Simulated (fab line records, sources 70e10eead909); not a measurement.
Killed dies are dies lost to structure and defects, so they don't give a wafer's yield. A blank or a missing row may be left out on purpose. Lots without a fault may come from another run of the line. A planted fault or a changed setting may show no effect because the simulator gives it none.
fab line records | flow nand_harc
record lots=14 wafers=42 last_day=24
route steps=1159 shown A_ZERO_WELL@403 A_ONON_D1@430 END@1159
lots that met no fault: from a run of the same line without faults
start_h: hours from the record's first day to the start of the lot's first wafer shown | wait_h: hours since the lot's step before | " the same as in the row above | L1.1+2: a row that stands for several wafers | - no value, or no start given | * or withheld: withheld | < > ~ a bound
route shown NAME@n: a module of which the file shows steps, and the number in the route of the first | usual: mean/standard deviation of fault-free wafers | same: alike in all rows | chamber/n: place in a boat | sites: the reading at each site | _std_site: their standard deviation | _edge_site: outer sites' mean less inner sites' | radius_mm: how far each site lies from the wafer's centre | mask NAME#n: copy n | behind: the tool/chamber that last shaped the wafer | hold: why the lot was held/for how many hours/how that ended | device: the transistor (n, p or np) that didn't switch | end of line: the same wafers' tests at the end of the route | a step without rows: its recipe alone | killed: dies lost to structure and defects at the first sort, not the wafer's yield | map: a wafer's dies, x killed, . not, _ none there
set.NAME: the setting as run; set.NAME@STEP: as run at that earlier step | model.NAME: the simulator's own value behind a step, which no gauge read
steps of the route over a sample of lots; a table a step, a row a wafer
services: from which hour (start_h, from the record's first day; less than 0 if before it) a tool's chamber was out of use, for how many hours, and why
## steps
# step NHARC_A_ZERO_WELL_DESCUM_12
# recipe time_s=3 o2_flow_sccm=200 ar_flow_sccm=0 bias_power_w=0 chemistry=O2
# usual drypump_motor_current_A=6.0/0.55 oes_product_au=0.996/0.0097 rf_vpp_V=57.8/0.91 showerhead_plenum_p_Torr=1.92/0.072 throttle_valve_pct=11.311/0.0087
# columns lot.wafer tool chamber start_h wait_h drypump_motor_current_A oes_product_au rf_hours_counter_h rf_vpp_V showerhead_plenum_p_Torr throttle_valve_pct
L539.1 rie_diel-10 0 143.40 - 5.8 0.994 12 58.4 1.86 11.303
L539.2 " 1 " " 6.1 0.991 12 56.2 1.90 11.306
L539.3 " 2 " " 5.5 0.993 13 58.4 1.93 11.316
L540.2 rie_diel-10 2 148.49 - 5.5 0.994 13 58.0 1.93 11.306
L540.3 " 3 " " 6.0 1.000 13 59.9 1.84 11.316
L540.5 " 2 " " 5.5 0.988 - 56.4 1.93 11.303
L541.4 rie_diel-01 1 161.23 - 6.3 0.990 1 58.9 2.01 11.310
L541.2 " 0 " " 6.4 1.001 1 59.2 2.01 11.305
L541.5 " 1 " " 6.3 0.987 - 59.7 2.01 11.304
L542.2 rie_diel-01 2 162.34 - 4.9 0.992 1 57.4 1.88 11.319
L542.5 " 3 " " 6.4 1.002 - 58.1 1.83 11.313
L542.6 " 0 " " 6.4 0.989 - 56.1 2.01 11.313
L543.4 rie_diel-01 1 163.16 - 6.3 0.982 1 57.0 2.01 11.333
L543.2 " 2 " " 4.9 0.982 1 59.1 1.88 11.319
L543.1 " 3 " " 6.4 0.992 1 56.7 1.83 11.313
L546.1 rie_diel-12 0 186.10 - 6.2 1.001 10 56.3 1.87 11.320
L546.6 " 3 " " 6.6 0.996 - 57.5 1.96 11.305
L546.5 " 0 " " 6.2 0.998 - 58.3 1.87 11.306
L548.3 rie_diel-12 1 195.24 - 5.7 0.999 11 59.0 1.94 11.296
L548.2 " 0 " " 6.2 0.991 11 58.0 1.87 11.314
L548.5 " 2 " " 6.4 0.997 - 56.8 2.06 11.329
L547.4 rie_diel-01 2 196.67 - 4.9 0.996 3 56.5 1.88 11.300
L547.5 " 1 " " 6.3 0.987 - 57.8 2.01 11.329
L547.6 " 2 " " 4.8 0.989 - 56.6 1.88 11.313
L549.2 rie_diel-10 1 208.85 - 6.1 1.004 4 58.2 1.90 11.311
L549.1 " 2 " " 5.5 0.985 3 57.8 1.92 11.312
L549.3 " 3 " " 6.0 1.012 3 56.1 1.83 11.314
L550.3 rie_diel-01 3 210.14 - 6.4 1.006 4 57.1 1.83 11.307
L550.6 " 1 " " 6.3 0.983 - 59.3 2.01 11.312
L550.5 " 2 " " 4.9 0.994 - 56.7 1.88 11.309
L552.3 rie_diel-12 2 231.92 - 6.4 1.001 1 58.2 2.06 11.306
L552.2 " 0 " " 6.1 0.995 1 56.0 1.87 11.309
L552.5 " 3 " " 6.6 1.002 - 58.1 1.96 11.304
L558.3 rie_diel-10 0 263.73 - 5.9 1.004 9 56.9 1.86 11.339
L558.5 " 1 " " 6.1 0.997 - 58.9 1.90 11.302
L558.6 " 2 " " 5.5 0.978 - 56.7 1.92 11.315
L559.1 rie_diel-01 1 264.41 - 6.3 0.984 7 57.3 2.01 11.307
L559.6 " 3 " " 6.4 1.009 - 57.2 1.82 11.313
L559.5 " 1 " " 6.3 0.981 - 59.0 2.01 11.311
L560.1 rie_diel-01 2 269.53 - 4.8 0.990 8 58.6 1.88 11.307
L560.3 " 3 " " 6.4 1.011 8 58.3 1.82 11.322
L560.2 " 1 " " 6.3 0.990 7 58.4 2.01 11.327
# step NHARC_A_ZERO_WELL_INSPECT_17
# usual raw_defect_count=12/6.9
# columns lot.wafer tool chamber start_h wait_h raw_defect_count
L539.1 defect_inspect-02 - 144.70 0.2 6
L539.2 " - " " 3
L539.3 " - " " 1
L540.2 defect_inspect-02 - 149.82 0.1 1
L540.3 " - " " 13
L540.5 " - " " 8
L541.2 defect_inspect-02 - 162.55 0.1 14
L541.4 " - " " 5
L541.5 " - " " 16
L542.2 defect_inspect-01 - 163.63 0.1 8
L542.5 " - " " 24
L542.6 " - " " 12
L543.1 defect_inspect-01 - 164.46 0.2 13
L543.2 " - " " 3
L543.4 " - " " 18
L546.1 defect_inspect-02 - 187.41 0.2 14
L546.5 " - " " 9
L546.6 " - " " 13
L548.2 defect_inspect-01 - 196.56 0.1 27
L548.3 " - " " 11
L548.5 " - " " 25
L547.4 defect_inspect-02 - 197.99 0.1 11
L547.5 " - " " 19
L547.6 " - " " 11
L549.1 defect_inspect-02 - 210.18 0.2 17
L549.2 " - " " 13
L549.3 " - " " 11
L550.3 defect_inspect-02 - 211.77 0.1 29
L550.5 " - " " 14
L550.6 " - " " 9
L552.2 defect_inspect-01 - 233.23 0.1 5
L552.3 " - " " 4
L552.5 " - " " 7
L558.3 defect_inspect-02 - 265.24 0.1 17
L558.5 " - " " 16
L558.6 " - " " 19
L559.1 defect_inspect-02 - 265.92 0.2 3
L559.5 " - " " 6
L559.6 " - " " 10
L560.1 defect_inspect-02 - 270.88 0.2 9
L560.2 " - " " 6
L560.3 " - " " 8
# step NHARC_A_ONON_D1_DEP_09
# recipe target_thk_a=10000 n2_flow_sccm=2750 n2o_flow_sccm=2000 nh3_flow_sccm=500 sih4_flow_sccm=210 temp_c=400
# usual n2_flow_sccm=2750/7.4 n2o_flow_sccm=2001/5.5
# columns lot.wafer tool chamber start_h wait_h n2_flow_sccm n2o_flow_sccm
L539.1 pecvd_onon-01 0 167.08 0.1 2757 1996
L539.2 " 0 " " 2750 2001
L539.3 " 0 " " 2750 2005
L540.2 pecvd_onon-01 0 170.84 0.1 2758 1997
L540.3 " 0 " " 2757 1994
L540.5 " 0 " " 2762 1999
L543.1 pecvd_onon-02 0 186.98 0.1 2768 1993
L543.2 " 0 " " 2764 1991
L543.4 " 0 " " 2759 2000
L542.2 pecvd_onon-01 0 187.06 0.1 2753 2001
L542.5 " 0 " " 2742 2003
L542.6 " 0 " " 2747 2004
L541.2 pecvd_onon-03 0 187.11 0.1 2743 1994
L541.4 " 0 " " 2741 2002
L541.5 " 0 " " 2740 2005
L546.1 pecvd_onon-01 0 211.88 0.1 2738 1995
L546.5 " 0 " " 2751 2001
L546.6 " 0 " " 2755 2002
L548.2 pecvd_onon-03 0 225.19 0.1 2757 1996
L548.3 " 0 " " 2752 1992
L548.5 " 0 " " 2758 1995
L547.4 pecvd_onon-01 0 225.31 0.2 2743 2003
L547.5 " 0 " " 2751 1999
L547.6 " 0 " " 2748 2001
L549.1 pecvd_onon-01 - 234.84 0.1 - -
L549.2 " - " " - -
L549.3 " - " " - -
L550.3 pecvd_onon-03 0 234.92 0.2 2745 1995
L550.5 " 0 " " 2742 1998
L550.6 " 0 " " 2742 1997
L552.2 pecvd_onon-01 - 253.49 0.1 - -
L552.3 " - " " - -
L552.5 " - " " - -
L559.1 pecvd_onon-02 0 287.43 0.1 2751 1993
L559.5 " 0 " " 2757 2001
L559.6 " 0 " " 2754 2001
L558.3 pecvd_onon-03 0 287.52 0.2 2761 2002
L558.5 " 0 " " 2754 2007
L558.6 " 0 " " 2744 2011
L560.1 pecvd_onon-01 0 293.46 0.1 2755 1994
L560.2 " 0 " " 2745 2007
L560.3 " 0 " " 2741 1992
# step NHARC_END_SORT_01
# recipe temp_c=25
# usual killed_at_array=26/10 killed_at_other=0.5/0.87 killed_at_periphery=3.0/2.5 killed_dies=29/11 killed_open=3.3/1.9 killed_short=1.8/1.5
# same gross_dies=677
# columns lot.wafer tool chamber start_h wait_h killed_at_array killed_at_other killed_at_periphery killed_dies killed_open killed_short
L546.1 prober-01 0 491.30 2.5 22 0 3 25 2 2
L546.5 prober-01 0 494.47 3.7 21 5 2 28 5 2
L546.6 prober-01 0 495.27 4.0 29 0 5 34 3 3
L550.3 prober-01 0 500.70 3.1 16 0 4 20 4 0
L550.5 prober-01 0 502.31 3.7 13 0 4 17 8 3
L550.6 prober-01 0 503.12 4.0 5 1 2 8 3 0
L549.1 prober-02 0 511.50 2.5 670 0 7 677 2 2
L549.2 prober-02 0 512.30 2.8 667 0 10 677 3 1
L549.3 prober-02 0 513.09 3.1 664 0 13 677 2 0
L552.2 prober-01 0 535.03 2.8 673 1 3 677 3 3
L552.3 prober-01 0 535.84 3.1 673 1 3 677 1 2
L552.5 prober-01 0 537.48 3.8 676 0 1 677 3 3
# killed by level:class
L546.1 A_SLIT:chamber_film_flake=14 A_CHANNEL_HOLE_D1:chamber_film_flake=3 A_BLC:geometric_particle:short=2 P_CONTACT:geometric_particle:open=1 P_M1:geometric_particle:open=1 P_GATE:chamber_film_flake=1 A_STAIRCASE:chamber_film_flake=1 A_WL_FILL:chamber_film_flake=1
L546.5 A_SLIT:chamber_film_flake=9 A_CHANNEL_HOLE_D1:chamber_film_flake=3 A_STAIRCASE:chamber_film_flake=3 THIN_TSV:chamber_film_flake=3 STARTING-WAFER:geometric_particle:open=2 P_CONTACT:geometric_particle:short=1 A_CHANNEL_FILL_D1:geometric_particle:open=1 A_SLIT:geometric_particle:open=1
L546.6 A_SLIT:chamber_film_flake=14 A_CHANNEL_HOLE_D1:chamber_film_flake=7 A_WL_FILL:chamber_film_flake=4 P_STI:chamber_film_flake=2 P_GATE:geometric_particle:short=1 P_M0:geometric_particle:short=1 P_M0:geometric_particle:open=1 A_SOURCE_PLATE:geometric_particle:short=1
L550.3 A_CONTACT:chamber_film_flake=7 A_CHANNEL_HOLE_D1:chamber_film_flake=3 A_CONTACT:geometric_particle:open=2 P_ZERO_WELL:chamber_film_flake=2 A_STAIRCASE:chamber_film_flake=2 P_M0:geometric_particle:open=1 A_WL_FILL:geometric_particle:open=1 P_STI:chamber_film_flake=1
L550.5 A_CONTACT:chamber_film_flake=3 A_SGD_CUT:geometric_particle:open=2 A_CONTACT:geometric_particle:open=2 P_M0:geometric_particle:open=1 P_M1:geometric_particle:short=1 A_ONON_D1:geometric_particle:open=1 A_CHANNEL_FILL_D1:geometric_particle:short=1 A_SGD_CUT:geometric_particle:short=1
L550.6 A_CONTACT:chamber_film_flake=2 P_CONTACT:geometric_particle:open=1 A_CONTACT:geometric_particle:open=1 A_BLC:geometric_particle:open=1 P_STI:chamber_film_flake=1 A_CHANNEL_HOLE_D1:chamber_film_flake=1 THIN_TSV:chamber_film_flake=1
L549.1 A_ONON_D1:area_dep=630 A_CHANNEL_HOLE_D1:chamber_film_flake=23 A_SLIT:chamber_film_flake=10 P_CONTACT:chamber_film_flake=4 P_STI:chamber_film_flake=2 A_CONTACT:chamber_film_flake=2 A_CHANNEL_FILL_D1:geometric_particle:short=1 A_STAIRCASE:geometric_particle:open=1
L549.2 A_ONON_D1:area_dep=620 A_SLIT:chamber_film_flake=22 A_CHANNEL_HOLE_D1:chamber_film_flake=18 P_STI:chamber_film_flake=5 A_M0:geometric_particle:open=2 P_GATE:chamber_film_flake=2 P_CONTACT:chamber_film_flake=2 A_CONTACT:chamber_film_flake=2
L549.3 A_ONON_D1:area_dep=634 A_SLIT:chamber_film_flake=16 A_CHANNEL_HOLE_D1:chamber_film_flake=12 P_STI:chamber_film_flake=5 P_M2:chamber_film_flake=3 P_CONTACT:chamber_film_flake=2 P_CONTACT:geometric_particle:open=1 P_M1:geometric_particle:open=1
L552.2 A_ONON_D1:area_dep=653 A_SLIT:chamber_film_flake=10 A_CHANNEL_HOLE_D1:chamber_film_flake=4 A_CONTACT:chamber_film_flake=3 P_CONTACT:geometric_particle:open=2 P_M0:geometric_particle:short=1 A_CHANNEL_FILL_D1:geometric_particle:short=1 A_BLC:geometric_particle:open=1
L552.3 A_ONON_D1:area_dep=646 A_SLIT:chamber_film_flake=17 A_CHANNEL_HOLE_D1:chamber_film_flake=5 A_STAIRCASE:chamber_film_flake=3 P_STI:geometric_particle:short=1 P_CONTACT:geometric_particle:short=1 A_CONTACT:geometric_particle:open=1 P_M0:chamber_film_flake=1
L552.5 A_ONON_D1:area_dep=645 A_SLIT:chamber_film_flake=14 A_CHANNEL_HOLE_D1:chamber_film_flake=9 A_CONTACT:geometric_particle:open=2 A_STAIRCASE:chamber_film_flake=2 A_SLIT:geometric_particle:short=1 A_BLC:geometric_particle:short=1 A_M0:geometric_particle:short=1
## services
# columns tool chamber start_h hours kind
pecvd_onon-02 - 124.44 6.3 repair
rie_diel-01 - 137.80 9.0 pm
rie_diel-01 0 137.80 9.0 vent_cycle
rie_diel-01 1 137.80 9.0 vent_cycle
rie_diel-01 2 137.80 9.0 vent_cycle
rie_diel-01 3 137.80 9.0 vent_cycle
rie_diel-12 - 142.27 1.4 repair
rie_diel-01 0 146.80 - clean
rie_diel-01 1 146.80 - clean
rie_diel-01 2 146.80 - clean
rie_diel-01 3 146.80 - clean
pecvd_onon-03 - 153.20 13.0 pm
pecvd_onon-01 - 163.94 0.7 repair
rie_diel-12 3 164.92 4.5 repair
rie_diel-10 - 176.50 9.0 pm
pecvd_onon-01 - 195.05 13.0 pm
rie_diel-10 0 201.07 1.8 repair
rie_diel-12 - 202.40 9.0 pm
rie_diel-01 1 219.90 15.9 repair
rie_diel-01 - 234.23 0.2 repair
pecvd_onon-01 - 247.07 1.1 repair
rie_diel-12 3 253.68 16.0 repair
rie_diel-01 0 263.74 12.4 repair
pecvd_onon-02 - 292.23 13.0 pm
## key
first_sign step=NHARC_A_ONON_D1_DEP_09 reading=tool_record direction=missing
effect step=NHARC_END_SORT_01 reading=killed_at_array direction=up sigmas=64 usual=26 struck=670
more_kills_born_at NHARC_A_ONON_D1_DEP_09@pecvd_onon-01=3828
met_at NHARC_A_ONON_D1_DEP_09
struck_lots L549,L552
later_rows_left_out L549.1,L549.2,L549.3,L552.2,L552.3,L552.5
tester_left_out L549,L552
not_acting_at NHARC_A_ZERO_WELL_DESCUM_12,NHARC_A_ZERO_WELL_INSPECT_17
onset_between 225.31 234.84
fault kind=skipped_step_whole tool=pecvd_onon-01 chamber=- onset_h=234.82 steps=NHARC_A_ONON_D1_DEP_09 scope=struck_lots_only
# tester_left_out: of these lots the tester's yield and bins aren't shown, on N5 and GAA mostly nor the transistor test; their killed dies are dies lost to structure and defects alone, not to doping, threshold or leakage, so they don't give the yield
# later_rows_left_out: the simulator's readings of these wafers behind a module that went badly wrong aren't trusted and aren't shown, but for the sort
